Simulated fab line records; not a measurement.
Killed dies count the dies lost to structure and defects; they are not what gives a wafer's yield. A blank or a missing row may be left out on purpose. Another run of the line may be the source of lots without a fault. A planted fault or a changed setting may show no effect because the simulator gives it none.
Which tool was responsible? || flow nand harc || Sampling: 14 lots, 42 wafers, 5 of 1302 route steps

== WHAT EACH GAUGE READ, for each wafer ==
NHARC_A_START_INSPECT_01. Usual: 3.5 for raw defect count, sd 2.
{"lot": "L776", "measured": "day 7 09:25", "on": "defect inspect-02", "raw defect count": "3 3 4", "flag": ""}
{"lot": "L779", "measured": "day 8 17:32", "on": "defect inspect-01", "raw defect count": "3 2 5", "flag": ""}
{"lot": "L780", "measured": "day 8 18:44", "on": "defect inspect-02", "raw defect count": "1 4 5", "flag": ""}
{"lot": "L782", "measured": "day 9 21:09", "on": "defect inspect-01", "raw defect count": "4 1 3", "flag": ""}
{"lot": "L783", "measured": "day 9 23:56", "on": "defect inspect-01", "raw defect count": "5 5 3", "flag": ""}
{"lot": "L784", "measured": "day 10 20:17", "on": "defect inspect-02", "raw defect count": "2 3 3", "flag": ""}
{"lot": "L786", "measured": "day 11 12:17", "on": "defect inspect-01", "raw defect count": "4 5 2", "flag": ""}
{"lot": "L787", "measured": "day 11 16:10", "on": "defect inspect-02", "raw defect count": "7 1 2", "flag": ""}
{"lot": "L792", "measured": "day 14 04:41", "on": "defect inspect-01", "raw defect count": "3 7 5", "flag": ""}
{"lot": "L794", "measured": "day 14 19:42", "on": "defect inspect-02", "raw defect count": "5 4 4", "flag": ""}
{"lot": "L796", "measured": "day 15 17:22", "on": "defect inspect-01", "raw defect count": "0 3 3", "flag": ""}
{"lot": "L795", "measured": "day 15 17:44", "on": "defect inspect-01", "raw defect count": "4 1 3", "flag": ""}
{"lot": "L797", "measured": "day 15 19:25", "on": "defect inspect-02", "raw defect count": "1 1 2", "flag": ""}
{"lot": "L798", "measured": "day 16 07:58", "on": "defect inspect-01", "raw defect count": "2 1 1", "flag": ""}

NHARC_A_CHANNEL_HOLE_D1_CD_MEAS_18. Usual: 100 nm for cd nm, sd 3.2.
{"lot": "L776", "measured": "day 9 11:14", "on": "cd sem-01", "cd nm (nm)": "103 99 100", "flag": ""}
{"lot": "L779", "measured": "day 10 10:46", "on": "cd sem-02", "cd nm (nm)": "103 98 98", "flag": ""}
{"lot": "L780", "measured": "day 10 10:31", "on": "cd sem-03", "cd nm (nm)": "105 98 98", "flag": ""}
{"lot": "L782", "measured": "day 11 14:27", "on": "cd sem-02", "cd nm (nm)": "100 100 99", "flag": ""}
{"lot": "L783", "measured": "day 11 12:59", "on": "cd sem-02", "cd nm (nm)": "98 102 99", "flag": ""}
{"lot": "L792", "measured": "day 15 22:17", "on": "cd sem-02", "cd nm (nm)": "98 98 92", "flag": ""}
{"lot": "L794", "measured": "day 16 12:21", "on": "cd sem-02", "cd nm (nm)": "104 103 102", "flag": ""}
{"lot": "L796", "measured": "day 17 14:22", "on": "cd sem-01", "cd nm (nm)": "103 105 102", "flag": ""}
{"lot": "L795", "measured": "day 17 12:05", "on": "cd sem-02", "cd nm (nm)": "107 99 104", "flag": ""}
{"lot": "L797", "measured": "day 17 13:55", "on": "cd sem-03", "cd nm (nm)": "104 101 110", "flag": ""}
{"lot": "L798", "measured": "day 18 03:16", "on": "cd sem-03", "cd nm (nm)": "99 103 105", "flag": ""}

NHARC_END_SORT_01. Usual: killed at array 61, standard deviation 24; killed at other 1.2, standard deviation 1.3; killed at periphery 3.7, standard deviation 2.6; killed dies 66, standard deviation 23; killed open 3.3, standard deviation 1.8; killed short 2.4, standard deviation 1.6.
{"lot": "L784", "measured": "day 28 09:17", "on": "prober-01", "killed at array": "674 671 672", "killed at other": "0 3 1", "killed at periphery": "3 3 4", "killed dies": "677 677 677", "killed open": "2 2 5", "killed short": "3 1 1", "flag": "OFF"}
{"lot": "L786", "measured": "day 29 07:17", "on": "prober-01", "killed at array": "674 671 671", "killed at other": "0 0 1", "killed at periphery": "3 6 5", "killed dies": "677 677 677", "killed open": "4 6 2", "killed short": "3 4 4", "flag": "OFF"}
{"lot": "L787", "measured": "day 29 07:20", "on": "prober-02", "killed at array": "674 674 672", "killed at other": "1 2 2", "killed at periphery": "2 1 3", "killed dies": "677 677 677", "killed open": "3 6 5", "killed short": "1 2 2", "flag": "OFF"}

== TOOL THAT RAN EACH LOT (tool first, then ch and the chambers of the sampled wafers, then the start) ==
{"lot": "L776", "NHARC_P_BONDPAD_DEGAS_25": "pvd sputter-03, day 7 07:21", "NHARC_A_ONON_D1_DEP_28": "pecvd onon-03 ch 0, day 9 02:21"}
{"lot": "L779", "NHARC_P_BONDPAD_DEGAS_25": "pvd sputter-01, day 8 15:18", "NHARC_A_ONON_D1_DEP_28": "pecvd onon-03 ch 0, day 10 05:35"}
{"lot": "L780", "NHARC_P_BONDPAD_DEGAS_25": "pvd sputter-02, day 8 16:22", "NHARC_A_ONON_D1_DEP_28": "pecvd onon-01 ch 0, day 10 05:29"}
{"lot": "L782", "NHARC_P_BONDPAD_DEGAS_25": "pvd sputter-02, day 9 18:51", "NHARC_A_ONON_D1_DEP_28": "pecvd onon-02 ch 0, day 11 07:55"}
{"lot": "L783", "NHARC_P_BONDPAD_DEGAS_25": "pvd sputter-02, day 9 21:53", "NHARC_A_ONON_D1_DEP_28": "pecvd onon-03 ch 0, day 11 07:52"}
{"lot": "L784", "NHARC_P_BONDPAD_DEGAS_25": "pvd sputter-03, day 10 18:09", "NHARC_A_ONON_D1_DEP_28": "pecvd onon-02, day 12 07:47"}
{"lot": "L786", "NHARC_P_BONDPAD_DEGAS_25": "pvd sputter-03, day 11 10:13", "NHARC_A_ONON_D1_DEP_28": "pecvd onon-03, day 13 01:35"}
{"lot": "L787", "NHARC_P_BONDPAD_DEGAS_25": "pvd sputter-02, day 11 14:04", "NHARC_A_ONON_D1_DEP_28": "pecvd onon-02, day 13 06:18"}
{"lot": "L792", "NHARC_P_BONDPAD_DEGAS_25": "pvd sputter-03, day 14 02:36", "NHARC_A_ONON_D1_DEP_28": "pecvd onon-02 ch 0, day 15 15:55"}
{"lot": "L794", "NHARC_P_BONDPAD_DEGAS_25": "pvd sputter-02, day 14 17:36", "NHARC_A_ONON_D1_DEP_28": "pecvd onon-01 ch 0, day 16 07:09"}
{"lot": "L796", "NHARC_P_BONDPAD_DEGAS_25": "pvd sputter-01, day 15 15:13", "NHARC_A_ONON_D1_DEP_28": "pecvd onon-03 ch 0, day 17 04:54"}
{"lot": "L795", "NHARC_P_BONDPAD_DEGAS_25": "pvd sputter-01, day 15 15:35", "NHARC_A_ONON_D1_DEP_28": "pecvd onon-02 ch 0, day 17 04:47"}
{"lot": "L797", "NHARC_P_BONDPAD_DEGAS_25": "pvd sputter-02, day 15 17:17", "NHARC_A_ONON_D1_DEP_28": "pecvd onon-01 ch 0, day 17 04:59"}
{"lot": "L798", "NHARC_P_BONDPAD_DEGAS_25": "pvd sputter-03, day 16 05:51", "NHARC_A_ONON_D1_DEP_28": "pecvd onon-02 ch 0, day 17 19:40"}
- NHARC_P_BONDPAD_DEGAS_25: time 60 s.
- NHARC_A_ONON_D1_DEP_28: target thk 1000 nm.

== WHAT THE TOOLS THEMSELVES READ (means of the sampled wafers that have a number; where no wafer has one, the mark that the record gives instead) ==
NHARC_P_BONDPAD_DEGAS_25. Usual: 473 W for heater power w, sd 48.
{"lot": "L776", "tool": "pvd sputter-03", "heater power w (W)": 434, "flag": ""}
{"lot": "L779", "tool": "pvd sputter-01", "heater power w (W)": 474, "flag": ""}
{"lot": "L780", "tool": "pvd sputter-02", "heater power w (W)": 518, "flag": ""}
{"lot": "L782", "tool": "pvd sputter-02", "heater power w (W)": 509, "flag": ""}
{"lot": "L783", "tool": "pvd sputter-02", "heater power w (W)": 522, "flag": ""}
{"lot": "L784", "tool": "pvd sputter-03", "heater power w (W)": 429, "flag": ""}
{"lot": "L786", "tool": "pvd sputter-03", "heater power w (W)": 466, "flag": ""}
{"lot": "L787", "tool": "pvd sputter-02", "heater power w (W)": 528, "flag": ""}
{"lot": "L792", "tool": "pvd sputter-03", "heater power w (W)": 427, "flag": ""}
{"lot": "L794", "tool": "pvd sputter-02", "heater power w (W)": 535, "flag": ""}
{"lot": "L796", "tool": "pvd sputter-01", "heater power w (W)": 443, "flag": ""}
{"lot": "L795", "tool": "pvd sputter-01", "heater power w (W)": 458, "flag": ""}
{"lot": "L797", "tool": "pvd sputter-02", "heater power w (W)": 509, "flag": ""}
{"lot": "L798", "tool": "pvd sputter-03", "heater power w (W)": 461, "flag": ""}

NHARC_A_ONON_D1_DEP_28. Usual: n2 flow sccm 2750 sccm, standard deviation 8.1; n2o flow sccm 2000 sccm, standard deviation 6; nh3 flow sccm 500.2 sccm, standard deviation 1.5.
{"lot": "L776", "tool": "pecvd onon-03", "n2 flow sccm (sccm)": 2755, "n2o flow sccm (sccm)": 2010, "nh3 flow sccm (sccm)": 499.1, "flag": ""}
{"lot": "L779", "tool": "pecvd onon-03", "n2 flow sccm (sccm)": 2756, "n2o flow sccm (sccm)": 2000, "nh3 flow sccm (sccm)": 500.4, "flag": ""}
{"lot": "L780", "tool": "pecvd onon-01", "n2 flow sccm (sccm)": 2745, "n2o flow sccm (sccm)": 1996, "nh3 flow sccm (sccm)": 500.4, "flag": ""}
{"lot": "L782", "tool": "pecvd onon-02", "n2 flow sccm (sccm)": 2753, "n2o flow sccm (sccm)": 2000, "nh3 flow sccm (sccm)": 500.4, "flag": ""}
{"lot": "L783", "tool": "pecvd onon-03", "n2 flow sccm (sccm)": 2745, "n2o flow sccm (sccm)": 2003, "nh3 flow sccm (sccm)": 501.8, "flag": ""}
{"lot": "L784", "tool": "pecvd onon-02", "n2 flow sccm (sccm)": "-", "n2o flow sccm (sccm)": "-", "nh3 flow sccm (sccm)": "-", "flag": "OFF"}
{"lot": "L786", "tool": "pecvd onon-03", "n2 flow sccm (sccm)": "-", "n2o flow sccm (sccm)": "-", "nh3 flow sccm (sccm)": "-", "flag": "OFF"}
{"lot": "L787", "tool": "pecvd onon-02", "n2 flow sccm (sccm)": "-", "n2o flow sccm (sccm)": "-", "nh3 flow sccm (sccm)": "-", "flag": "OFF"}
{"lot": "L792", "tool": "pecvd onon-02", "n2 flow sccm (sccm)": 2760, "n2o flow sccm (sccm)": 1996, "nh3 flow sccm (sccm)": 501.9, "flag": ""}
{"lot": "L794", "tool": "pecvd onon-01", "n2 flow sccm (sccm)": 2754, "n2o flow sccm (sccm)": 1993, "nh3 flow sccm (sccm)": 500.0, "flag": ""}
{"lot": "L796", "tool": "pecvd onon-03", "n2 flow sccm (sccm)": 2761, "n2o flow sccm (sccm)": 1995, "nh3 flow sccm (sccm)": 500.5, "flag": ""}
{"lot": "L795", "tool": "pecvd onon-02", "n2 flow sccm (sccm)": 2750, "n2o flow sccm (sccm)": 1998, "nh3 flow sccm (sccm)": 500.5, "flag": ""}
{"lot": "L797", "tool": "pecvd onon-01", "n2 flow sccm (sccm)": 2749, "n2o flow sccm (sccm)": 2003, "nh3 flow sccm (sccm)": 499.6, "flag": ""}
{"lot": "L798", "tool": "pecvd onon-02", "n2 flow sccm (sccm)": 2740, "n2o flow sccm (sccm)": 2010, "nh3 flow sccm (sccm)": 498.4, "flag": ""}

== THE ANSWER, worked out from the rows above alone ==
Rule: take the mean of a lot's wafers that have a number; if it is more than 3 standard deviations from the usual mean, the lot is off. Also off: a lot with no number at a reading for which 4 or more lots have one. Any other lot the step has rows for is counted as sound. First the gauges in route order, then the tools' own readings, where a lot's mean is used as printed above. At the first step where some lot is off, the reading lying furthest off is the one used; lots without a number count as furthest.
Off: L784, L786, L787 (NHARC_END_SORT_01, killed dies). Neither off nor sound, because the step has no rows for them: L776, L779, L780, L782, L783, L792, L794, L796, L795, L797, L798.
A tool fits if, at a process step before that reading, it ran every lot that is off, and no sound lot after the first of them. Not tried: the gauges at NHARC_END_SORT_01; whatever is off there is also off at NHARC_A_ONON_D1_DEP_28, on other tools, and gauge error can't account for it. Of those tried, none fits.

== WHAT WAS PUT IN BY THE SIMULATOR ==
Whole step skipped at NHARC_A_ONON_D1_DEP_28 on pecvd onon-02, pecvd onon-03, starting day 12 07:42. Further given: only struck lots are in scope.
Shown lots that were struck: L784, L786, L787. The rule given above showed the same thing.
